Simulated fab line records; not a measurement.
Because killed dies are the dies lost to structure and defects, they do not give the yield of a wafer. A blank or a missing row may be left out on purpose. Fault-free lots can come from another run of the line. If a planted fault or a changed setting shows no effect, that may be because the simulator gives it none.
fab line records	flow n5-finfet
record lots=7	wafers=39
route steps=1938 shown FIN_SAQP@96 DUMMY_GATE@215 SD_EPI_N@273 GATE_CUT@469 BEOL_M0_SAQP@634
start-h: hours from the record's opening day to when the first of the lot's shown wafers began	wait-h: hours from the lot's prior step to this one	" as in the row above	L1.1+2: a single row standing in for several wafers	- no value present, or no start provided	* or withheld: withheld	< > ~ a bound
route shown NAME@n: names a module that has steps shown in the file, with the first one's number in the route	usual: mean/standard deviation taken from wafers without a fault	same: alike in all rows	chamber/n: place in a boat	sites: the reading at each site	_std_site: standard deviation across them	_edge_site: the outer-site mean with the inner-site mean subtracted	radius-mm: for every site, how far away it sits from the centre of the wafer	mask NAME#n: copy n	behind: the tool/chamber that last shaped the wafer	hold: what put the lot on hold/how long, in hours/how the hold closed	device: the transistor (n, p or np) that didn't switch	end of line: the same wafers' tests at the end of the route	where a step has no rows: the recipe by itself	killed: dies lost to structure and defects at the first sort, not the wafer's yield	map: per-die view of a wafer (x killed, . not killed, _ where there is no die)
set.NAME: the setting that was run; set.NAME@STEP: the one run at that earlier step	model.NAME: the simulator's own value behind a step, which no gauge read
lots whose settings were changed on purpose; a table a step, a row a wafer
## steps
# step N5_FIN_SAQP_HM_DEP_03
# recipe material=SiNx	target-thk-a=380	temp-c=400	precursor=SiH4/NH3/N2	pressure-torr=1.5	rf-w=300	time-s=33.6
lot.wafer	tool	chamber	start-h	wait-h	set.target-thk-a	model.SiNx_of_FIN_SAQP_HM_DEP_03.thk-nm
L075.1	pecvd-04	1	26.75	0.2	380	37.53
L075.2	"	0	"	"	380	37.52
L075.3	"	1	"	"	380	37.99
L075.4	"	0	"	"	380	38.62
L075.5	"	0	"	"	380	38.17
L075.6	"	1	"	"	380	38.12
L078.1	pecvd-01	2	44.55	0.2	380	37.31
L078.2	"	1	"	"	190.8	18.53
L078.3	"	0	"	"	190.8	18.73
L078.4	"	1	"	"	380	38.34
L078.5	"	0	"	"	380	37.68
L078.6	"	2	"	"	190.8	19.29
L079.1	pecvd-02	0	50.54	0.2	380	37.42
L079.2	"	2	"	"	380	37.49
L079.3	"	1	"	"	493.6	48.87
L079.4	"	2	"	"	493.6	49.5
L079.5	"	1	"	"	380	38.19
L079.6	"	0	"	"	493.6	49.59
L087.1	pecvd-01	2	99.86	0.2	380	37.44
L087.2	"	0	"	"	380	37.38
L087.3	"	1	"	"	380	37.59
L087.4	"	2	"	"	380	38.52
L087.5	"	1	"	"	380	37.99
L087.6	"	0	"	"	380	38.41
L088.2	pecvd-02	0	105.47	0.2	380	36.65
L088.3	"	2	"	"	380	37.07
L088.4	"	2	"	"	380	37.46
L092.1	pecvd-04	1	129.20	0.2	380	37.66
L092.2	"	2	"	"	380	37.82
L092.3	"	0	"	"	301.3	29.44
L092.4	"	0	"	"	380	37.75
L092.5	"	2	"	"	301.3	30.43
L092.6	"	1	"	"	301.3	30.5
L093.1	pecvd-01	2	135.52	0.2	380	37.34
L093.2	"	1	"	"	380	36.74
L093.3	"	0	"	"	380	36.84
L093.4	"	0	"	"	380	37.54
L093.5	"	1	"	"	380	37.42
L093.6	"	2	"	"	380	37.96
# step N5_FIN_SAQP_THK_MEAS_05
# usual thk-nm=37.9/0.54
lot.wafer	tool	chamber	start-h	wait-h	set.target-thk-a@FIN_SAQP_HM_DEP_03	thk-nm
L075.1	film-metro-01	-	26.86	0.1	380	37.5
L075.2	"	-	"	"	380	37.5
L075.3	"	-	"	"	380	38.0
L075.4	"	-	"	"	380	38.6
L075.5	"	-	"	"	380	38.2
L075.6	"	-	"	"	380	38.1
L078.1	film-metro-01	-	44.64	0.1	380	37.3
L078.2	"	-	"	"	190.8	18.5
L078.3	"	-	"	"	190.8	18.7
L078.4	"	-	"	"	380	38.4
L078.5	"	-	"	"	380	37.7
L078.6	"	-	"	"	190.8	19.4
L079.1	film-metro-01	-	50.63	0.1	380	37.4
L079.2	"	-	"	"	380	37.5
L079.3	"	-	"	"	493.6	48.9
L079.4	"	-	"	"	493.6	49.5
L079.5	"	-	"	"	380	38.2
L079.6	"	-	"	"	493.6	49.6
L087.1	film-metro-01	-	99.96	0.1	380	37.4
L087.2	"	-	"	"	380	37.3
L087.3	"	-	"	"	380	37.6
L087.4	"	-	"	"	380	38.6
L087.5	"	-	"	"	380	38.0
L087.6	"	-	"	"	380	38.5
L088.2	film-metro-01	-	105.56	0.1	380	36.6
L088.3	"	-	"	"	380	37.0
L088.4	"	-	"	"	380	37.5
L092.1	film-metro-01	-	129.29	0.1	380	37.6
L092.2	"	-	"	"	380	37.8
L092.3	"	-	"	"	301.3	29.4
L092.4	"	-	"	"	380	37.8
L092.5	"	-	"	"	301.3	30.5
L092.6	"	-	"	"	301.3	30.5
L093.1	film-metro-02	-	135.60	0.1	380	37.3
L093.2	"	-	"	"	380	36.8
L093.3	"	-	"	"	380	36.8
L093.4	"	-	"	"	380	37.5
L093.5	"	-	"	"	380	37.4
L093.6	"	-	"	"	380	38.0
# step N5_FIN_SAQP_PECVD_47
# recipe material=a-Si	target-thk-a=450	temp-c=400	precursor=SiH4/He	pressure-torr=3	rf-w=100	time-s=36.3
# step N5_FIN_SAQP_PECVD_48
# recipe material=SiNx	target-thk-a=250	temp-c=400	precursor=SiH4/NH3/N2	pressure-torr=1.5	rf-w=300	time-s=22.1
# step N5_FIN_SAQP_MANDREL2_REMOVE_60
# recipe chemistry=HBr/Cl2/O2	bt-time-s=10	target=a-Si	stop-on=SiNx	endpoint=OES-SiCl	over-etch-frac=1	icp-w=600	bias-w=22	HBr_flow_sccm=150	Cl2_flow_sccm=80	O2_flow_sccm=5	pressure-mtorr=10
# step N5_FIN_SAQP_HM_OPEN_33
# recipe chemistry=CH3F/O2	target=SiNx	mask-material=SiO2	target-depth-a=494	time-s=70.6	pressure-mtorr=30	source-w=395	bias-w=73	Ar_flow_sccm=150	CH3F_flow_sccm=30	O2_flow_sccm=20	ion-energy-ev=120	ends=cleared
# usual etch-rf-on-time-s=68.5/1.6
lot.wafer	tool	chamber	start-h	wait-h	set.target-thk-a@FIN_SAQP_HM_DEP_03	etch-rf-on-time-s	model.etch.depth-nm
L075.1	rie-diel-03	1	32.13	0.0	380	67.4	36.91
L075.2	"	3	"	"	380	68.4	36.89
L075.3	"	2	"	"	380	68.7	37.36
L075.4	"	0	"	"	380	71.7	37.89
L075.5	"	3	"	"	380	69.7	37.54
L075.6	"	2	"	"	380	68.6	37.49
L078.1	rie-diel-01	2	50.18	0.1	380	66.7	36.68
L078.2	"	3	"	"	190.8	33.1	17.9
L078.3	"	0	"	"	190.8	32.1	17.98
L078.4	"	1	"	"	380	68.7	37.71
L078.5	"	1	"	"	380	67.6	37.05
L078.6	"	2	"	"	190.8	34.2	18.66
L079.1	rie-diel-04	3	56.11	0.3	380	69.7	36.7
L079.2	"	1	"	"	380	68.4	36.87
L079.3	"	2	"	"	493.6	87.5	48.24
L079.4	"	0	"	"	493.6	89.9	48.88
L079.5	"	0	"	"	380	69.3	37.57
L079.6	"	1	"	"	493.6	89.3	48.87
L087.1	rie-diel-01	1	105.10	0.1	380	66.9	36.82
L087.2	"	3	"	"	380	67.9	36.75
L087.3	"	0	"	"	380	65.9	36.86
L087.4	"	2	"	"	380	68.4	37.9
L087.5	"	2	"	"	380	66.9	37.36
L087.6	"	1	"	"	380	68.5	37.78
L088.2	rie-diel-04	2	110.34	0.0	380	65.1	35.9
L088.3	"	0	"	"	380	66.8	36.44
L088.4	"	1	"	"	380	67.1	36.83
L092.1	rie-diel-04	2	133.80	0.0	380	66.2	37.04
L092.2	"	1	"	"	380	66.6	37.2
L092.3	"	0	"	"	301.3	52.3	28.81
L092.4	"	3	"	"	380	71.0	37.12
L092.5	"	0	"	"	301.3	54.1	29.8
L092.6	"	1	"	"	301.3	53.9	29.87
L093.1	rie-diel-03	2	142.05	0.0	380	66.4	36.71
L093.2	"	0	"	"	380	67.6	35.99
L093.3	"	1	"	"	380	65.9	36.21
L093.4	"	3	"	"	380	69.1	36.91
L093.5	"	1	"	"	380	66.6	36.68
L093.6	"	2	"	"	380	68.1	37.33
# step N5_FIN_SAQP_ETCH_34
# recipe chemistry=C4F6/O2	target=SiO2	target-depth-a=450	time-s=15	ion-energy-ev=250	pressure-mtorr=30	source-w=345	bias-w=185	Ar_flow_sccm=300	C4F6_flow_sccm=10	O2_flow_sccm=10	ends=cleared
# step N5_FIN_SAQP_STRIP_77
# recipe chemistry=N2/H2	time-s=90	power-w=100	temp-c=40	pressure-mtorr=100	rf-frequency-hz=6e+07	bias-power-w=3	n2-flow-sccm=300	h2-flow-sccm=300
# step N5_FIN_SAQP_ETCH_64
# recipe chemistry=CF4	target=SiO2	target-depth-a=15	ion-energy-ev=350	pressure-mtorr=10	icp-w=800	bias-w=400	cf4-flow-sccm=80
# step N5_FIN_SAQP_FIN_ETCH_36
# recipe chemistry=HBr/Cl2/O2	target-depth-a=1200	mask-material=SiNx	time-s=50.4	bias-w=102	pressure-mtorr=10	icp-w=800	HBr_flow_sccm=150	Cl2_flow_sccm=80	O2_flow_sccm=12
lot.wafer	tool	chamber	start-h	wait-h	set.target-thk-a@FIN_SAQP_HM_DEP_03	model.SiNx_of_FIN_SAQP_HM_DEP_03.thk-nm
L075.1	rie-si-05	1	32.41	0.0	380	20.6
L075.2	"	3	"	"	380	20.4
L075.3	"	2	"	"	380	20.8
L075.4	"	0	"	"	380	21.2
L075.5+6	"	2,3	"	"	380	21
L078.1	rie-si-02	2	50.46	0.0	380	21.2
L078.2	"	1	"	"	190.8	1.4
L078.3	"	0	"	"	190.8	2
L078.4+5	"	3,2	"	"	380	21.8
L078.6	"	3	"	"	190.8	2.6
L079.1	rie-si-02	1	56.40	0.0	380	20.6
L079.2	"	0	"	"	380	21
L079.3	"	3	"	"	493.6	32.2
L079.4+6	"	2	"	"	493.6	33.6
L079.5	"	1	"	"	380	21.2
L087.1	rie-si-04	2	105.39	0.0	380	20.4
L087.2+3	"	3,1	"	"	380	20.8
L087.4+6	"	0,1	"	"	380	21.8
L087.5	"	0	"	"	380	21.2
L088.2	rie-si-04	2	110.62	0.0	380	19.4
L088.3	"	3	"	"	380	20.4
L088.4	"	0	"	"	380	20.6
L092.1	rie-si-02	1	134.09	0.0	380	20.6
L092.2	"	3	"	"	380	21.2
L092.3	"	0	"	"	301.3	13
L092.4	"	2	"	"	380	22
L092.5	"	0	"	"	301.3	14
L092.6	"	3	"	"	301.3	13.8
L093.1+5+6	rie-si-04	1,3,2	142.33	0.0	380	20.8
L093.2	"	2	"	"	380	19.6
L093.3	"	3	"	"	380	20.4
L093.4	"	1	"	"	380	21
# step N5_FIN_SAQP_PRECLEAN_38
# recipe chemistry=O3/DIW	time-s=45	temp-c=22	o3-ppm=10
# step N5_FIN_SAQP_PRECLEAN_45
# recipe chemistry=dHF	time-s=10	dilution=500:1	temp-c=25
lot.wafer	tool	chamber	start-h	wait-h	set.target-thk-a@FIN_SAQP_HM_DEP_03	model.SiNx_of_FIN_SAQP_HM_DEP_03.thk-nm
L075.1	wet-bench-02	3	32.59	0.0	380	20.6
L075.2	"	0	"	"	380	20.4
L075.3+6	"	5,2	"	"	380	20.8
L075.4	"	4	"	"	380	21.2
L075.5	"	1	"	"	380	21
L078.1	wet-bench-02	3	50.64	0.0	380	21.2
L078.2	"	1	"	"	190.8	1.4
L078.3	"	5	"	"	190.8	1.8
L078.4	"	6	"	"	380	21.8
L078.5	"	4	"	"	380	21.6
L078.6	"	2	"	"	190.8	2.6
L079.1	wet-bench-02	2	56.58	0.0	380	20.4
L079.2+5	"	7,0	"	"	380	21
L079.3	"	4	"	"	493.6	32.2
L079.4	"	3	"	"	493.6	33.6
L079.6	"	1	"	"	493.6	33.4
L087.1	wet-bench-05	4	105.56	0.0	380	20.2
L087.2+3	"	7,1	"	"	380	20.6
L087.4+6	"	5,0	"	"	380	21.6
L087.5	"	6	"	"	380	21
L088.2	wet-bench-03	2	110.85	0.0	380	19.4
L088.3	"	0	"	"	380	20.4
L088.4	"	5	"	"	380	20.6
L092.1	wet-bench-05	0	134.27	0.0	380	20.6
L092.2	"	5	"	"	380	21.2
L092.3	"	4	"	"	301.3	12.8
L092.4	"	2	"	"	380	21.8
L092.5+6	"	3,1	"	"	301.3	13.8
L093.1+6	wet-bench-02	4,6	142.51	0.0	380	20.8
L093.2	"	3	"	"	380	19.6
L093.3	"	7	"	"	380	20.2
L093.4	"	0	"	"	380	21
L093.5	"	5	"	"	380	20.6
# step N5_DUMMY_GATE_CVD_03
# recipe material=a-Si	target-thk-a=1500	temp-c=530	precursor=SiH4	time-s=8042
lot.wafer	tool	chamber	start-h	wait-h	set.target-thk-a	model.a-Si_of_DUMMY_GATE_CVD_03.thk-nm
L075.1	-	-	-	0.7	1763	174.6
L075.2+4	"	-	"	"	1763	175.6
L075.3+5	"	-	"	"	1763	173.8
L075.6	"	-	"	"	1763	175
L078.1	-	-	-	0.1	757.1	75
L078.2	"	-	"	"	757.1	75.4
L078.3+5	"	-	"	"	757.1	76.2
L078.4	"	-	"	"	757.1	75.8
L078.6	"	-	"	"	757.1	74
L079.1	-	-	-	0.1	980.1	98
L079.2	"	-	"	"	980.1	98.2
L079.3+4	"	-	"	"	980.1	98.6
L079.5	"	-	"	"	980.1	97.2
L079.6	"	-	"	"	980.1	98.4
L087.1	-	-	-	0.1	978.3	96.6
L087.2	"	-	"	"	978.3	96
L087.3	"	-	"	"	978.3	96.8
L087.4	"	-	"	"	978.3	97.6
L087.5	"	-	"	"	978.3	97.4
L087.6	"	-	"	"	978.3	97
L088.2	lpcvd-01	0/20	123.52	1.4	1500	150.4
L088.3	"	0/25	"	"	1500	150
L088.4	"	0/29	"	"	1500	149
L092.1	-	-	-	0.1	2318	231.8
L092.2	"	-	"	"	2318	232
L092.3+5	"	-	"	"	2318	233.2
L092.4	"	-	"	"	2318	233
L092.6	"	-	"	"	2318	233.8
L093.1+5	-	-	-	0.1	2057	206.2
L093.2	"	-	"	"	2057	206
L093.3	"	-	"	"	2057	205.6
L093.4	"	-	"	"	2057	205
L093.6	"	-	"	"	2057	205.4
# step N5_SD_EPI_N_DESCUM_14
# recipe chemistry=O2	time-s=7.9	source-power-w=50	bias-power-w=20	pressure-mtorr=20	rf-frequency-hz=2.712e+07	temp-c=40	resist=CAR-ArF-block	o2-flow-sccm=225
lot.wafer	tool	chamber	start-h	wait-h	set.time-s	model.CAR-ArF-block_of_SD_EPI_N_COAT_03.thk-nm
L075.1	rie-diel-04	0	57.79	0.0	12.18	141
L075.2+4	"	3,2	"	"	7.9	143.6
L075.3+6	"	1,2	"	"	12.18	141.2
L075.5	"	3	"	"	7.9	143.8
L078.1	rie-diel-01	0	75.08	0.2	9.48	142.4
L078.2+4	"	1,3	"	"	7.9	143.8
L078.3	"	2	"	"	9.48	142.8
L078.5	"	0	"	"	9.48	142.6
L078.6	"	1	"	"	7.9	143.6
L079.1	rie-diel-04	3	79.33	0.0	7.9	143.6
L079.2	"	1	"	"	7.9	143
L079.3	"	0	"	"	7.9	143.4
L079.4	"	0	"	"	10.73	142.2
L079.5	"	1	"	"	10.73	141.6
L079.6	"	3	"	"	10.73	142
L087.1	rie-diel-03	3	127.90	0.0	4.457	144.8
L087.2	"	0	"	"	4.457	145.2
L087.3	"	2	"	"	4.457	145
L087.4+5	"	2,0	"	"	7.9	143
L087.6	"	3	"	"	7.9	143.2
L088.2	rie-diel-01	1	135.09	0.3	7.9	143.2
L088.3	"	3	"	"	7.9	143
L088.4	"	1	"	"	7.9	143.4
L092.1	rie-diel-01	1	156.08	0.0	4.168	145.8
L092.2	"	2	"	"	4.168	146
L092.3	"	0	"	"	7.9	143.4
L092.4	"	3	"	"	7.9	143.6
L092.5	"	1	"	"	7.9	143
L092.6	"	0	"	"	4.168	145.4
L093.1	rie-diel-04	0	165.14	0.0	7.9	144.4
L093.2+4	"	3,1	"	"	7.9	143.8
L093.3+5	"	2,1	"	"	7.9	144
L093.6	"	2	"	"	7.9	144.2
# step N5_SD_EPI_N_ETCH_34
# recipe chemistry=CF4	target=SiARC	target-depth-a=455	mask-material=CAR-ArF-block	time-s=75.8	ion-energy-ev=80	pressure-mtorr=40	source-w=545	bias-w=36	Ar_flow_sccm=100	cf4-flow-sccm=100	ends=cleared
lot.wafer	tool	chamber	start-h	wait-h	set.time-s@SD_EPI_N_DESCUM_14	model.CAR-ArF-block_of_SD_EPI_N_COAT_03.thk-nm
L075.1	rie-diel-04	0	57.83	0.0	12.18	108.4
L075.2+4	"	3,2	"	"	7.9	111
L075.3+6	"	1,2	"	"	12.18	108.8
L075.5	"	3	"	"	7.9	111.2
L078.1	rie-diel-01	0	75.11	0.0	9.48	110
L078.2+4	"	1,3	"	"	7.9	111.4
L078.3	"	2	"	"	9.48	110.4
L078.5	"	0	"	"	9.48	110.2
L078.6	"	1	"	"	7.9	111.2
L079.1	rie-diel-04	3	79.36	0.0	7.9	111
L079.2	"	1	"	"	7.9	110.6
L079.3	"	0	"	"	7.9	110.8
L079.4	"	0	"	"	10.73	109.6
L079.5	"	1	"	"	10.73	109
L079.6	"	3	"	"	10.73	109.4
L087.1	rie-diel-03	3	127.94	0.0	4.457	112.4
L087.2	"	0	"	"	4.457	112.8
L087.3	"	2	"	"	4.457	112.6
L087.4+5	"	2,0	"	"	7.9	110.6
L087.6	"	3	"	"	7.9	110.8
L088.2+3	rie-diel-01	1,3	135.14	0.0	7.9	110.6
L088.4	"	1	"	"	7.9	110.8
L092.1	rie-diel-01	1	156.12	0.0	4.168	113.2
L092.2	"	2	"	"	4.168	113.4
L092.3	"	0	"	"	7.9	110.8
L092.4	"	3	"	"	7.9	111
L092.5	"	1	"	"	7.9	110.4
L092.6	"	0	"	"	4.168	112.8
L093.1	rie-diel-04	0	165.17	0.0	7.9	112.2
L093.2+4	"	3,1	"	"	7.9	111.4
L093.3+5	"	2,1	"	"	7.9	111.6
L093.6	"	2	"	"	7.9	111.8
# step N5_GATE_CUT_ETCH_58
# recipe chemistry=CH3F/O2	target=SiNx	target-depth-a=170	time-s=128.6	ion-energy-ev=50	pressure-mtorr=30	source-w=415	bias-w=21	Ar_flow_sccm=150	CH3F_flow_sccm=30	O2_flow_sccm=20
lot.wafer	tool	chamber	start-h	wait-h	set.target-depth-a	model.etch.depth-nm	model.SiNx_of_SDB_ALD_29.thk-nm
L075.1	rie-diel-06	0	88.06	0.0	170	16.66	24.4
L075.2	"	1	"	"	170	16.78	24.4
L075.3	"	2	"	"	136.9	13.56	25
L075.4	"	3	"	"	170	17.24	24.4
L075.5	"	0	"	"	136.9	13.31	25.2
L075.6	"	1	"	"	136.9	13.59	25
L078.1	rie-diel-06	0	105.80	0.0	241.3	23.09	23.6
L078.2	"	3	"	"	241.3	24.5	23.4
L078.3	"	2	"	"	170	16.72	24.8
L078.4	"	1	"	"	241.3	24.09	23.6
L078.5	"	0	"	"	170	16.21	24.8
L078.6	"	1	"	"	170	16.93	24.8
L079.1	rie-diel-05	1	113.31	0.0	170	17.59	24.2
L079.2	"	3	"	"	170	16.49	24.6
L079.3	"	2	"	"	170	17	24.4
L079.4	"	0	"	"	170	17.79	24.4
L079.5	"	1	"	"	170	17.6	24.4
L079.6	"	0	"	"	170	17.78	24.4
L087.1	rie-diel-06	3	158.89	0.0	170	17.17	24.6
L087.2	"	1	"	"	135.7	13.51	25.2
L087.3	"	0	"	"	170	16.36	24.8
L087.4	"	2	"	"	135.7	13.51	24.8
L087.5	"	1	"	"	135.7	13.47	25.2
L087.6	"	0	"	"	170	16.18	24.8
L088.2	rie-diel-05	3	165.42	0.2	170	16.33	24.6
L088.3	"	0	"	"	170	17.75	24.2
L088.4	"	1	"	"	170	17.76	24.2
L092.1	rie-diel-05	2	186.55	0.0	170	17.07	24.6
L092.2	"	1	"	"	170	17.91	24.6
L092.3	"	0	"	"	170	17.98	24.4
L092.4	"	3	"	"	170	16.66	24.6
L092.5	"	2	"	"	170	16.9	24.6
L092.6	"	1	"	"	170	17.88	24.4
L093.1	rie-diel-02	1	195.85	0.1	72.7	7.404	25.8
L093.2	"	2	"	"	72.7	7.177	26.2
L093.3	"	0	"	"	170	16.68	24.6
L093.4	"	1	"	"	170	17.16	24.8
L093.5	"	2	"	"	170	17	24.8
L093.6	"	0	"	"	72.7	7.128	26.2
# step N5_BEOL_M0_SAQP_HM_DEP_02
# recipe material=TiN	target-thk-a=120	temp-c=25	chamber-pressure-pa=0.49996
lot.wafer	tool	chamber	start-h	wait-h	set.target-thk-a	model.TiN_of_BEOL_M0_SAQP_HM_DEP_02.thk-nm
L075.1+5	pvd-sputter-01	-	115.73	2.9	183.2	18.6
L075.2+4	"	-	"	"	120	12
L075.3	"	-	"	"	120	12.4
L075.6	"	-	"	"	183.2	18.4
L078.1+2+6	pvd-sputter-01	-	130.93	0.4	120	12
L078.3+4+5	"	-	"	"	120	11.8
L079.1+4+5	pvd-sputter-01	-	137.48	1.2	120	12
L079.2+6	"	-	"	"	120	12.4
L079.3	"	-	"	"	120	12.2
L087.1+6	pvd-sputter-03	-	187.69	0.9	55.86	5.4
L087.2+3+5	"	-	"	"	120	12
L087.4	"	-	"	"	55.86	5.6
L088.2	pvd-sputter-01	-	192.36	1.7	120	11.8
L088.3	"	-	"	"	120	12
L088.4	"	-	"	"	120	12.4
L092.1	pvd-sputter-02	-	212.06	0.5	140.2	14.2
L092.2	"	-	"	"	120	11.8
L092.3	"	-	"	"	120	11.4
L092.4	"	-	"	"	120	11.6
L092.5	"	-	"	"	140.2	13.6
L092.6	"	-	"	"	140.2	13.8
L093.1+5	pvd-sputter-03	-	221.27	1.9	120	12
L093.2	"	-	"	"	120	12.2
L093.3+4+6	"	-	"	"	87.7	8.8
## key
split step=N5_FIN_SAQP_HM_DEP_03	setting=target-thk-a	stated=380	by=wafer
response step=N5_FIN_SAQP_HM_DEP_03	reading=model.SiNx_of_FIN_SAQP_HM_DEP_03.thk-nm	change=+0.381	per=1%	r=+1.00
response step=N5_FIN_SAQP_THK_MEAS_05	reading=thk-nm	change=*	per=1%	r=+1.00
response step=N5_FIN_SAQP_HM_OPEN_33	reading=etch-rf-on-time-s	change=*	per=1%	r=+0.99
response step=N5_FIN_SAQP_HM_OPEN_33	reading=model.etch.depth-nm	change=+0.381	per=1%	r=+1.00
response step=N5_FIN_SAQP_FIN_ETCH_36	reading=model.SiNx_of_FIN_SAQP_HM_DEP_03.thk-nm	change=+0.394	per=1%	r=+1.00
response step=N5_FIN_SAQP_PRECLEAN_45	reading=model.SiNx_of_FIN_SAQP_HM_DEP_03.thk-nm	change=+0.395	per=1%	r=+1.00
split step=N5_DUMMY_GATE_CVD_03	setting=target-thk-a	stated=1500	by=lot
response step=N5_DUMMY_GATE_CVD_03	reading=model.a-Si_of_DUMMY_GATE_CVD_03.thk-nm	change=+1.51	per=1%	r=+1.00
split step=N5_SD_EPI_N_DESCUM_14	setting=time-s	stated=7.9	by=wafer
response step=N5_SD_EPI_N_DESCUM_14	reading=model.CAR-ArF-block_of_SD_EPI_N_COAT_03.thk-nm	change=-0.0466	per=1%	r=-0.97
response step=N5_SD_EPI_N_ETCH_34	reading=model.CAR-ArF-block_of_SD_EPI_N_COAT_03.thk-nm	change=-0.046	per=1%	r=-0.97
split step=N5_GATE_CUT_ETCH_58	setting=target-depth-a	stated=170	by=wafer
response step=N5_GATE_CUT_ETCH_58	reading=model.etch.depth-nm	change=+0.17	per=1%	r=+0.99
response step=N5_GATE_CUT_ETCH_58	reading=model.SiNx_of_SDB_ALD_29.thk-nm	change=-0.0256	per=1%	r=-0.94
split step=N5_BEOL_M0_SAQP_HM_DEP_02	setting=target-thk-a	stated=120	by=wafer
response step=N5_BEOL_M0_SAQP_HM_DEP_02	reading=model.TiN_of_BEOL_M0_SAQP_HM_DEP_02.thk-nm	change=+0.122	per=1%	r=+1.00
